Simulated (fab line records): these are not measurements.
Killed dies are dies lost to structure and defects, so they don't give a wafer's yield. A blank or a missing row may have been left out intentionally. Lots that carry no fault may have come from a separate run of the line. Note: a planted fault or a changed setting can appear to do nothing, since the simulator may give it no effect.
fab line records -- flow n5_finfet
record lots=10, wafers=30, last_day=17
route steps=1938 shown BEOL_M0@737 BEOL_M1@765 BEOL_M4@1111 PASSIVATION@1936
lots that met no fault: taken from a fault-free run of the same line
start_h: the number of hours between the record's first day and the start of the first shown wafer of the lot -- wait_h: hours from the lot's prior step to this one -- " same as the row above -- L1.1+2: one row covering several wafers at once -- - no value present, or no start provided -- * or withheld: withheld -- < > ~ a bound
route shown NAME@n: names a module that has steps shown in the file, with the first one's number in the route -- usual: mean/standard deviation of fault-free wafers -- same: alike in all rows -- chamber/n: place in a boat -- sites: each site's reading -- _std_site: their standard deviation -- _edge_site: outer sites' mean less inner sites' -- radius_mm: for every site, how far away it sits from the centre of the wafer -- mask NAME#n: copy n -- behind: the last tool/chamber to shape the wafer -- hold: what put the lot on hold/how long, in hours/how the hold closed -- device: names the non-switching transistor (n, p or np) -- end of line: the route-end tests of the same wafers -- a step without rows: its recipe alone -- killed: at the first sort, the dies lost to defects and structure; wafer yield is something else -- map: per-die view of a wafer (x killed, . not killed, _ where there is no die)
set.NAME: the setting as run; set.NAME@STEP: as run at that earlier step -- model.NAME: the simulator's own value behind a step, which no gauge read
a sample of lots followed through the steps of the route, with each step as a table and each wafer as a row
services: the hour from which a tool's chamber was out of use, counted from the record's first day as start_h (under 0 if before that day), plus the number of hours and why
## steps
# step N5_BEOL_M0_ANNEAL_133
# recipe temp_c=400, time_s=60, ambient=vacuum
# usual heater_power_w=814/82
lot.wafer,tool,chamber,start_h,wait_h,heater_power_w
L593.2,pvd_sputter-02,-,144.92,0.0,853
L593.3,pvd_sputter-02,-,144.92,0.0,926
L593.6,pvd_sputter-02,-,144.92,0.0,883
L594.1,pvd_sputter-03,-,149.60,0.0,917
L594.5,pvd_sputter-03,-,149.60,0.0,697
L594.6,pvd_sputter-03,-,149.60,0.0,772
L595.1,pvd_sputter-03,-,150.63,0.0,805
L595.4,pvd_sputter-03,-,150.63,0.0,679
L595.5,pvd_sputter-03,-,150.63,0.0,901
L596.3,pvd_sputter-01,-,164.53,0.0,868
L596.4,pvd_sputter-01,-,164.53,0.0,887
L596.5,pvd_sputter-01,-,164.53,0.0,881
L599.2,pvd_sputter-01,-,175.45,0.0,851
L599.3,pvd_sputter-01,-,175.45,0.0,872
L599.5,pvd_sputter-01,-,175.45,0.0,873
L606.4,pvd_sputter-03,-,214.80,0.0,815
L606.5,pvd_sputter-03,-,214.80,0.0,908
L606.6,pvd_sputter-03,-,214.80,0.0,783
L608.1,pvd_sputter-01,-,228.56,0.0,861
L608.2,pvd_sputter-01,-,228.56,0.0,882
L608.3,pvd_sputter-01,-,228.56,0.0,870
L609.2,pvd_sputter-02,-,231.34,0.0,848
L609.4,pvd_sputter-02,-,231.34,0.0,746
L609.5,pvd_sputter-02,-,231.34,0.0,651
L610.1,pvd_sputter-03,-,236.88,0.0,895
L610.4,pvd_sputter-03,-,236.88,0.0,692
L610.5,pvd_sputter-03,-,236.88,0.0,920
L612.2,pvd_sputter-02,-,256.53,0.0,649
L612.4,pvd_sputter-02,-,256.53,0.0,737
L612.5,pvd_sputter-02,-,256.53,0.0,868
# step N5_BEOL_M0_DEP_125
# recipe material=SiCN, target_thk_a=80, temp_c=withheld, precursor=3MS/NH3, pressure_torr=3, rf_w=202, time_s=14
# usual showerhead_plenum_p_Torr=3.670/0.017, throttle_valve_pct=9.1/0.64
lot.wafer,tool,chamber,start_h,wait_h,showerhead_plenum_p_Torr,throttle_valve_pct
L593.2,pecvd-04,1,146.08,0.0,3.681,8.7
L593.3,pecvd-04,2,146.08,0.0,3.662,9.1
L593.6,pecvd-04,1,146.08,0.0,3.672,9.0
L594.1,pecvd-04,2,150.77,0.0,3.667,9.1
L594.5,pecvd-04,2,150.77,0.0,3.672,8.7
L594.6,pecvd-04,1,150.77,0.0,3.679,9.2
L595.1,pecvd-01,2,151.77,0.0,3.646,10.2
L595.4,pecvd-01,2,151.77,0.0,3.648,10.2
L595.5,pecvd-01,1,151.77,0.0,3.675,9.8
L596.3,pecvd-04,1,165.84,0.0,3.669,9.1
L596.4,pecvd-04,0,165.84,0.0,3.653,8.5
L596.5,pecvd-04,2,165.84,0.0,3.674,9.0
L599.2,pecvd-04,1,176.99,0.0,3.671,9.0
L599.3,pecvd-04,0,176.99,0.0,3.657,8.7
L599.5,pecvd-04,1,176.99,0.0,3.674,8.8
L606.4,pecvd-01,0,216.04,0.0,3.693,8.8
L606.5,pecvd-01,0,216.04,0.0,3.685,8.9
L606.6,pecvd-01,1,216.04,0.0,3.668,9.9
L608.1,pecvd-03,0,230.09,0.0,3.672,10.1
L608.2,pecvd-03,2,230.09,0.0,3.657,8.4
L608.3,pecvd-03,1,230.09,0.0,3.650,8.3
L609.2,pecvd-03,1,232.48,0.0,3.636,8.3
L609.4,pecvd-03,1,232.48,0.0,3.654,8.3
L609.5,pecvd-03,2,232.48,0.0,3.660,8.3
L610.1,pecvd-03,1,238.32,0.0,3.635,8.4
L610.4,pecvd-03,0,238.32,0.0,3.684,10.2
L610.5,pecvd-03,2,238.32,0.0,3.659,8.4
L612.2,pecvd-01,2,260.65,0.0,3.627,8.1
L612.4,pecvd-01,1,260.65,0.0,3.677,10.0
L612.5,pecvd-01,0,260.65,0.0,3.698,8.8
# step N5_BEOL_M1_OVL_MEAS_12
# recipe points_per_wafer=522
# usual M1_OVL=-0.3/0.72
lot.wafer,tool,chamber,start_h,wait_h,M1_OVL[nm]
L593.2,overlay-02,0,148.79,0.0,0.3
L593.3,overlay-02,0,148.79,0.0,-0.8
L593.6,overlay-02,0,148.79,0.0,-0.4
L594.1,overlay-02,0,153.29,0.0,0.1
L594.5,overlay-02,0,153.29,0.0,1.1
L594.6,overlay-02,0,153.29,0.0,1.3
L595.1,overlay-02,0,153.61,0.0,-0.6
L595.4,overlay-02,0,153.61,0.0,-1.1
L595.5,overlay-02,0,153.61,0.0,-0.7
L596.3,overlay-02,0,168.92,0.0,0.1
L596.4,overlay-02,0,168.92,0.0,-0.9
L596.5,overlay-02,0,168.92,0.0,-0.1
L599.2,overlay-02,0,178.67,0.0,0.6
L599.3,overlay-02,0,178.67,0.0,0.5
L599.5,overlay-02,0,178.67,0.0,-0.6
L606.4,overlay-02,0,217.14,0.0,0.3
L606.5,overlay-02,0,217.14,0.0,1.2
L606.6,overlay-02,0,217.14,0.0,1.0
L608.1,overlay-01,0,231.84,0.0,0.3
L608.2,overlay-01,0,231.84,0.0,0.8
L608.3,overlay-01,0,231.84,0.0,0.3
L609.2,overlay-01,0,234.25,0.0,-0.7
L609.4,overlay-01,0,234.25,0.0,-0.4
L609.5,overlay-01,0,234.25,0.0,-0.6
L610.1,overlay-02,0,239.18,0.0,0.1
L610.4,overlay-02,0,239.18,0.0,-0.5
L610.5,overlay-02,0,239.18,0.0,-0.3
L612.2,overlay-02,0,261.60,0.0,-0.9
L612.4,overlay-02,0,261.60,0.0,0.1
L612.5,overlay-02,0,261.60,0.0,-1.9
# step N5_BEOL_M1_ETCH_74
# recipe chemistry=N2/H2, target=underlayer, target_depth_a=65, mask_material=CAR-EUV, time_s=5.2, ion_energy_ev=200, pressure_mtorr=30, source_w=840, bias_w=150, n2_flow_sccm=200, h2_flow_sccm=200, ends=cleared
# usual drypump_motor_current_A=5.8/0.51, etch_rf_on_time_s=5.13/0.2, oes_product_au=0.69/0.081, rf_vpp_V=522.9/2.1, showerhead_plenum_p_Torr=2.51/0.059, throttle_valve_pct=17.80/0.23
lot.wafer,tool,chamber,start_h,wait_h,drypump_motor_current_A,etch_rf_on_time_s,oes_product_au,rf_hours_counter_h,rf_vpp_V,showerhead_plenum_p_Torr,throttle_valve_pct
L593.2,rie_diel-01,3,148.91,0.0,6.3,5.43,0.66,117,523.1,2.46,17.77
L593.3,rie_diel-01,2,148.91,0.0,5.6,5.04,0.77,27,524.7,2.47,17.55
L593.6,rie_diel-01,3,148.91,0.0,6.3,5.42,0.64,-,519.8,2.46,17.77
L594.1,rie_diel-05,0,153.49,0.0,6.4,5.09,0.67,92,525.1,2.48,18.07
L594.5,rie_diel-05,1,153.49,0.0,5.4,5.51,0.71,-,525.3,2.57,17.44
L594.6,rie_diel-05,2,153.49,0.0,5.7,5.22,0.74,-,526.5,2.59,17.47
L595.1,rie_diel-01,2,153.74,0.0,5.6,5.17,0.76,28,521.0,2.47,17.57
L595.4,rie_diel-01,1,153.74,0.0,5.7,5.28,0.58,224,520.1,2.40,17.89
L595.5,rie_diel-01,3,153.74,0.0,6.4,5.50,0.64,-,522.0,2.46,17.80
L596.3,rie_diel-03,1,169.50,0.0,4.7,5.14,0.77,26,522.1,2.50,18.02
L596.4,rie_diel-03,3,169.50,0.0,6.4,4.82,0.82,18,523.0,2.51,17.62
L596.5,rie_diel-03,2,169.50,0.0,5.2,5.05,0.62,-,525.1,2.51,18.10
L599.2,rie_diel-05,3,178.95,0.0,5.5,4.79,0.83,14,524.9,2.63,17.99
L599.3,rie_diel-05,0,178.95,0.0,6.4,5.03,0.68,100,521.1,2.47,18.10
L599.5,rie_diel-05,2,178.95,0.0,5.8,5.20,0.75,-,523.7,2.58,17.49
L606.4,rie_diel-05,0,217.25,0.0,6.4,5.09,0.66,-,523.0,2.47,18.12
L606.5,rie_diel-05,2,217.25,0.0,5.7,6.39,0.65,-,525.1,2.58,17.49
L606.6,rie_diel-05,1,217.25,0.0,5.5,6.57,0.62,-,523.8,2.56,17.45
L608.1,rie_diel-01,2,231.96,0.0,5.7,5.14,0.73,53,521.9,2.46,17.61
L608.2,rie_diel-01,3,231.96,0.0,6.3,5.43,0.62,142,520.7,2.45,17.82
L608.3,rie_diel-01,1,231.96,0.0,5.7,5.25,0.57,249,521.2,2.39,17.91
L609.2,rie_diel-01,1,234.63,0.0,5.7,5.17,0.57,249,518.6,2.39,17.92
L609.4,rie_diel-01,3,234.63,0.0,6.3,5.41,0.63,143,520.9,2.45,17.80
L609.5,rie_diel-01,1,234.63,0.0,5.7,5.16,0.57,-,521.7,2.39,17.94
L610.1,rie_diel-03,0,239.40,0.0,6.6,5.16,0.82,3,521.6,2.48,17.49
L610.4,rie_diel-03,2,239.40,0.0,5.2,5.00,0.62,220,522.6,2.50,18.14
L610.5,rie_diel-03,3,239.40,0.0,6.4,4.83,0.76,-,521.8,2.50,17.66
L612.2,rie_diel-03,2,261.73,0.0,5.2,5.05,0.61,225,523.0,2.50,18.14
L612.4,rie_diel-03,0,261.73,0.0,6.5,5.22,0.81,8,520.0,2.48,17.48
L612.5,rie_diel-03,3,261.73,0.0,6.4,4.77,0.76,-,521.0,2.50,17.67
# step N5_BEOL_M4_RC_MEAS_101
# usual DIBL_N=37.3/2.3, DIBL_P=37.4/2.9, IOFF_N=0.18/0.045, IOFF_P=0.25/0.054, ION_N=679/15, ION_P=468/9.7, SS_N=71.8/0.62, SS_P=73.6/0.76, VT_N=248/4.1, VT_P=-248/3.6
lot.wafer,tool,chamber,start_h,wait_h,DIBL_N[mV/V],DIBL_P[mV/V],IOFF_N[nA/um],IOFF_P[nA/um],ION_N[uA/um],ION_P[uA/um],SS_N[mV/dec],SS_P[mV/dec],VT_N[mV],VT_P[mV]
L593.2,prober-01,0,189.22,0.2,37.0,38.6,0.17,0.24,697,480,71.6,72.8,247,-249
L593.3,prober-01,0,189.22,0.2,32.8,32.4,0.09,0.14,651,450,71.4,71.4,259,-254
L593.6,prober-01,0,189.22,0.2,34.7,35.2,0.12,0.18,666,459,71.6,72.1,253,-249
L594.1,prober-01,0,190.00,0.5,36.8,36.0,0.17,0.23,683,464,71.3,73.0,251,-249
L594.5,prober-01,0,190.00,0.5,38.7,38.6,0.21,0.28,687,473,72.1,74.0,247,-245
L594.6,prober-01,0,190.00,0.5,37.2,37.3,0.18,0.26,692,480,71.9,74.4,248,-245
L595.1,prober-02,0,195.36,0.0,39.0,39.4,0.20,0.25,681,464,71.6,74.0,247,-249
L595.4,prober-02,0,195.36,0.0,40.6,43.2,0.26,0.31,693,473,72.8,74.9,243,-248
L595.5,prober-02,0,195.36,0.0,37.3,38.2,0.17,0.22,698,469,72.0,73.0,248,-251
L596.3,prober-02,0,214.31,0.3,34.8,33.3,0.13,0.20,670,466,70.5,74.2,250,-251
L596.4,prober-02,0,214.31,0.3,36.0,36.1,0.16,0.25,673,460,71.8,74.5,247,-249
L596.5,prober-02,0,214.31,0.3,33.0,31.3,0.11,0.18,672,465,70.0,73.2,253,-251
L599.2,prober-02,0,218.02,0.2,39.1,39.9,0.21,0.28,685,467,71.8,74.1,245,-247
L599.3,prober-02,0,218.02,0.2,38.3,37.7,0.19,0.24,680,461,71.5,72.9,248,-249
L599.5,prober-02,0,218.02,0.2,41.6,44.0,0.27,0.34,706,480,73.0,75.6,244,-245
L606.4,prober-02,0,269.11,0.5,33.5,34.4,0.14,0.20,669,463,70.6,73.1,251,-249
L606.5,prober-02,0,269.11,0.5,32.0,33.1,0.13,0.19,679,468,70.6,72.6,249,-250
L606.6,prober-02,0,269.11,0.5,35.5,35.0,0.16,0.21,652,450,71.8,73.5,251,-253
L608.1,prober-01,0,274.23,0.0,38.1,38.7,0.18,0.23,679,459,72.0,73.5,246,-250
L608.2,prober-01,0,274.23,0.0,39.1,39.5,0.20,0.24,674,458,71.9,73.8,246,-250
L608.3,prober-01,0,274.23,0.0,36.4,35.6,0.16,0.19,685,465,71.9,73.0,249,-252
L609.2,prober-02,0,274.66,0.2,39.6,38.4,0.19,0.25,683,464,71.9,74.1,248,-251
L609.4,prober-02,0,274.66,0.2,41.1,40.5,0.23,0.32,682,467,73.4,74.8,246,-244
L609.5,prober-02,0,274.66,0.2,36.8,33.9,0.14,0.17,653,449,71.7,72.3,255,-253
L610.1,prober-01,0,292.03,0.0,38.4,38.8,0.19,0.27,677,475,71.7,73.7,246,-244
L610.4,prober-01,0,292.03,0.0,36.2,35.8,0.15,0.22,662,462,71.6,72.5,252,-245
L610.5,prober-01,0,292.03,0.0,38.8,39.9,0.20,0.29,677,469,72.2,73.6,248,-245
L612.2,prober-01,0,300.67,0.2,38.2,37.6,0.17,0.22,663,455,72.4,73.6,254,-252
L612.4,prober-01,0,300.67,0.2,38.9,41.0,0.22,0.31,688,470,72.6,74.6,244,-246
L612.5,prober-01,0,300.67,0.2,34.8,34.9,0.12,0.19,654,460,71.5,73.9,257,-251
# step N5_PASSIVATION_PROBE_49
# usual defect_limited_yield=91.3/1.5, killed_at_M0_to_M3=35/8.7, killed_at_M4_up=14/5.5, killed_at_contacts=11/5.6, killed_at_front_end=39/13, killed_at_other=3.7/2.2, killed_dies=103/18, killed_open=69/14, killed_short=33/7.8, sort_bin_4_leakage=0.02/0.15, sort_bin_5_function=5.1/0.99, sort_bin_6_memory=3.3/0.67, sort_bin_8_speed=0.02/0.17, sort_n_pass=1077/18, sort_yield_pct=91.2/1.5
# same gross_dies=1180, killed_at_back_side=0
lot.wafer,tool,chamber,start_h,wait_h,defect_limited_yield[%],killed_at_M0_to_M3,killed_at_M4_up,killed_at_contacts,killed_at_front_end,killed_at_other,killed_dies,killed_open,killed_short,sort_bin_4_leakage[%],sort_bin_5_function[%],sort_bin_6_memory[%],sort_bin_8_speed[%],sort_n_pass,sort_yield_pct[%]
L596.3,prober-02,-,313.95,0.1,90.3,47,10,6,49,2,114,79,35,0,6.1,3.3,0,1066,90.3
L596.4,prober-02,-,314.00,0.2,91.9,39,8,12,32,4,95,57,38,0,4.5,3.2,0,1085,91.9
L596.5,prober-02,-,314.05,0.2,92.4,47,12,2,21,8,90,60,30,0,4.6,2.9,0,1090,92.4
L608.1,prober-02,-,377.61,0.0,89.4,52,12,12,45,4,125,64,58,0,5.6,4.6,0,1055,89.4
L608.2,prober-02,-,377.66,0.1,92.6,37,8,9,28,5,87,49,36,0,4.3,2.8,0,1093,92.6
L608.3,prober-02,-,377.71,0.1,91.0,37,15,20,27,7,106,69,35,0,5.2,3.4,0,1074,91.0
L609.2,prober-02,-,381.77,0.1,92.5,35,8,11,32,3,89,64,25,0,4.5,3.0,0,1091,92.5
L609.4,prober-02,-,381.87,0.2,90.7,38,13,4,47,8,110,86,23,0,5.6,3.6,0,1070,90.7
L609.5,prober-02,-,381.92,0.2,90.3,36,9,15,51,3,114,80,32,0,5.5,3.6,0.08,1065,90.3
L610.1,prober-02,-,412.42,0.0,92.3,19,19,12,38,3,91,67,22,0,4.6,2.7,0,1089,92.3
L610.4,prober-02,-,412.57,0.2,91.5,32,12,12,40,4,100,69,29,0,4.9,3.1,0,1080,91.5
L610.5,prober-02,-,412.62,0.2,90.3,32,12,16,52,3,115,77,37,0,5.7,3.6,0,1065,90.3
# killed by level:class
L596.3 BEOL_M1:geometric_particle:open=23 FIN_SAQP:geometric_particle:short=12 STI_FIN_REVEAL:geometric_particle:open=12 BEOL_M3:geometric_particle:open=8 FIN_SAQP:geometric_particle:open=7 MOL_CONTACT_COAG:geometric_particle:open=6 DUMMY_GATE:geometric_particle:open=5 GATE_CUT:geometric_particle:short=5
L596.4 BEOL_M0_SAQP:geometric_particle:short=10 MOL_CONTACT_COAG:geometric_particle:open=10 FIN_SAQP:geometric_particle:short=9 BEOL_M1:geometric_particle:open=8 FIN_SAQP:geometric_particle:open=6 BEOL_M0_SAQP:geometric_particle:open=5 BEOL_M1:geometric_particle:short=5 STI_FIN_REVEAL:geometric_particle:open=4
L596.5 BEOL_M1:geometric_particle:open=17 BEOL_M0_SAQP:geometric_particle:short=9 BEOL_M4:geometric_particle:open=9 BEOL_M3:geometric_particle:open=6 BEOL_M2:geometric_particle:open=4 PAD_METAL:geometric_particle:short=4 FIN_SAQP:geometric_particle:open=3 DUMMY_GATE:geometric_particle:open=3
L608.1 BEOL_M0_SAQP:geometric_particle:short=14 MOL_CONTACT_COAG:geometric_particle:open=9 BEOL_M2:geometric_particle:open=9 FIN_SAQP:geometric_particle:short=8 GATE_CUT:geometric_particle:short=8 BEOL_M0_SAQP:geometric_particle:open=7 BEOL_M1:geometric_particle:open=7 BEOL_M3:geometric_particle:open=6
L608.2 BEOL_M0_SAQP:geometric_particle:short=11 BEOL_M0_SAQP:geometric_particle:open=11 STI_FIN_REVEAL:geometric_particle:open=8 MOL_CONTACT_COAG:geometric_particle:open=7 FIN_SAQP:geometric_particle:short=6 BEOL_M2:geometric_particle:open=5 BEOL_M2:geometric_particle:short=4 DUMMY_GATE:geometric_particle:short=3
L608.3 MOL_CONTACT_COAG:geometric_particle:open=15 BEOL_M0_SAQP:geometric_particle:short=12 BEOL_M2:geometric_particle:open=7 BEOL_M4:geometric_particle:open=7 DUMMY_GATE:geometric_particle:open=6 BEOL_M0_SAQP:geometric_particle:open=6 GATE_CUT:geometric_particle:short=5 MOL_CONTACT_COAG:geometric_particle:short=5
L609.2 BEOL_M2:geometric_particle:open=11 MOL_CONTACT_COAG:geometric_particle:open=9 BEOL_M3:geometric_particle:open=8 GATE_CUT:geometric_particle:open=6 STI_FIN_REVEAL:geometric_particle:open=4 DUMMY_GATE:geometric_particle:open=4 BEOL_M0_SAQP:geometric_particle:short=4 BEOL_M5:geometric_particle:open=3
L609.4 BEOL_M3:geometric_particle:open=18 STI_FIN_REVEAL:geometric_particle:open=11 FIN_SAQP:geometric_particle:open=9 DUMMY_GATE:geometric_particle:open=6 BEOL_M1:geometric_particle:open=6 BEOL_M2:geometric_particle:open=5 PAD_METAL:geometric_particle:open=4 ILD0:geometric_particle:short=4
L609.5 BEOL_M0_SAQP:geometric_particle:open=13 MOL_CONTACT_COAG:geometric_particle:open=12 STI_FIN_REVEAL:geometric_particle:open=9 FIN_SAQP:geometric_particle:open=8 ILD0:geometric_particle:short=7 BEOL_M2:geometric_particle:open=7 BEOL_M0_SAQP:geometric_particle:short=5 BEOL_M1:geometric_particle:open=5
L610.1 STI_FIN_REVEAL:geometric_particle:open=15 BEOL_M4:geometric_particle:open=13 MOL_CONTACT_COAG:geometric_particle:open=11 DUMMY_GATE:geometric_particle:open=9 BEOL_M1:geometric_particle:open=6 FIN_SAQP:geometric_particle:open=4 BEOL_M0_SAQP:geometric_particle:open=4 FIN_SAQP:geometric_particle:short=3
L610.4 MOL_CONTACT_COAG:geometric_particle:open=12 FIN_SAQP:geometric_particle:short=10 BEOL_M0_SAQP:geometric_particle:open=9 STI_FIN_REVEAL:geometric_particle:open=7 BEOL_M2:geometric_particle:open=7 DUMMY_GATE:geometric_particle:open=6 SPACER0:geometric_particle:open=6 BEOL_M0_SAQP:geometric_particle:short=6
L610.5 STI_FIN_REVEAL:geometric_particle:open=16 MOL_CONTACT_COAG:geometric_particle:open=16 BEOL_M3:geometric_particle:open=8 GATE_CUT:geometric_particle:open=5 BEOL_M2:geometric_particle:open=5 BEOL_M0_SAQP:geometric_particle:short=5 BEOL_M0_SAQP:geometric_particle:open=5 FIN_SAQP:geometric_particle:open=4
## services
tool,chamber,start_h,hours,kind
rie_diel-01,2,125.19,5.3,repair
rie_diel-03,3,130.46,6.6,repair
pecvd-04,0,142.65,15.8,repair
rie_diel-05,3,157.68,15.8,repair
pvd_sputter-01,-,166.67,1.7,repair
pecvd-03,-,174.60,0.8,pm
pecvd-03,-,182.50,5.7,repair
pecvd-04,1,186.97,5.1,repair
pecvd-01,0,193.17,7.0,repair
pecvd-01,2,202.38,-,clean
pecvd-03,2,209.27,11.5,repair
pecvd-03,1,212.26,4.4,repair
pecvd-04,0,213.15,5.5,scheduled_down
rie_diel-05,3,215.50,3.4,repair
pecvd-04,-,216.52,1.1,repair
rie_diel-05,1,223.62,5.1,repair
pecvd-04,0,230.12,17.9,repair
rie_diel-01,1,235.70,-,clean
rie_diel-01,1,235.70,-,consumable_replace:focus_ring
rie_diel-01,1,235.70,-,consumable_replace:showerhead
rie_diel-01,1,235.70,14.6,scheduled_down
rie_diel-01,1,235.70,14.6,vent_cycle
pecvd-03,1,244.59,14.5,repair
rie_diel-01,3,248.54,4.6,repair
## key
first_sign step=N5_BEOL_M1_ETCH_74, reading=etch_rf_on_time_s, direction=up, sigmas=6.7, usual=*, struck=*
effect none on later readings
met_at N5_BEOL_M1_ETCH_74
struck_lots L606
struck_wafers L606.5,L606.6
not_acting_at N5_BEOL_M0_ANNEAL_133,N5_BEOL_M0_DEP_125,N5_BEOL_M1_OVL_MEAS_12
onset_between 178.95 217.25
fault kind=process_parameter_drift, tool=rie_diel-05, chamber=-, onset_h=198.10, steps=N5_BEOL_M1_ETCH_74, channel=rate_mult, offset=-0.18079, shape=step, end_h=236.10, scope=struck_wafers_only
